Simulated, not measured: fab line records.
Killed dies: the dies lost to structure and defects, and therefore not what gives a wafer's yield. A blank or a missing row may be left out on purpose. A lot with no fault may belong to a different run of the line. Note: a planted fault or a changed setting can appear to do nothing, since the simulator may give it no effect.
Chamber matching | flow n5Finfet | N5_BEOL_M13_TRENCH_ETCH_34 on rieDiel-02: 4 sister chambers
The step etches SiOC in C4F8/O2/Ar, target depth 413.47 nm, time 162.6 s. 8 wafers are shown with their chamber, then 9 later ones without.

== WAFERS PAIRED WITH THEIR CHAMBERS ==
wafer  | chamber | drypumpMotorCurrentA (A) | showerheadPlenumPTorr (Torr)
L074.5 | 1       | 5.67                     | 3.30
L079.6 | 3       | 5.33                     | 3.26
L080.6 | 3       | 5.35                     | 3.25
L081.4 | 2       | 5.86                     | 3.42
L081.5 | 0       | 5.12                     | 3.48
L087.1 | 2       | 5.84                     | 3.41
L087.5 | 1       | 5.70                     | 3.29
L087.6 | 0       | 5.12                     | 3.47

== WAFERS WHOSE CHAMBER IS MISSING ==
wafer  | drypumpMotorCurrentA (A) | showerheadPlenumPTorr (Torr)
L088.1 | 5.33                     | 3.25
L088.4 | 5.12                     | 3.47
L088.5 | 5.33                     | 3.25
L091.1 | 5.86                     | 3.41
L091.4 | 5.64                     | 3.28
L091.5 | 5.65                     | 3.28
L095.3 | 5.13                     | 3.46
L095.5 | 5.65                     | 3.28
L095.6 | 5.86                     | 3.40

== WHICH CHAMBER EACH ONE RAN IN ==
wafer  | from the rows above | in truth
L088.1 | 3                   | 3
L088.4 | 0                   | 0
L088.5 | 3                   | 3
L091.1 | 2                   | 2
L091.4 | 1                   | 1
L091.5 | 1                   | 1
L095.3 | 0                   | 0
L095.5 | 1                   | 1
L095.6 | 2                   | 2
Correctly placed: 9 of 9. Number that these rows cannot place: 0. 0 placed wrongly.
How it was worked out, from the rows above alone: a wafer's distance from a chamber is the root of the sum, over the readings, of the square of ((its reading less the chamber's mean) divided by the reading's scatter). The wafer belongs to the nearest chamber; if the next one is less than 2 further off, it can't be placed. Each chamber's mean is taken over the wafers shown for it. The scatter: the root of (the sum of the squares of (reading less its chamber's mean) over the shown wafers, divided by (wafers less chambers)).
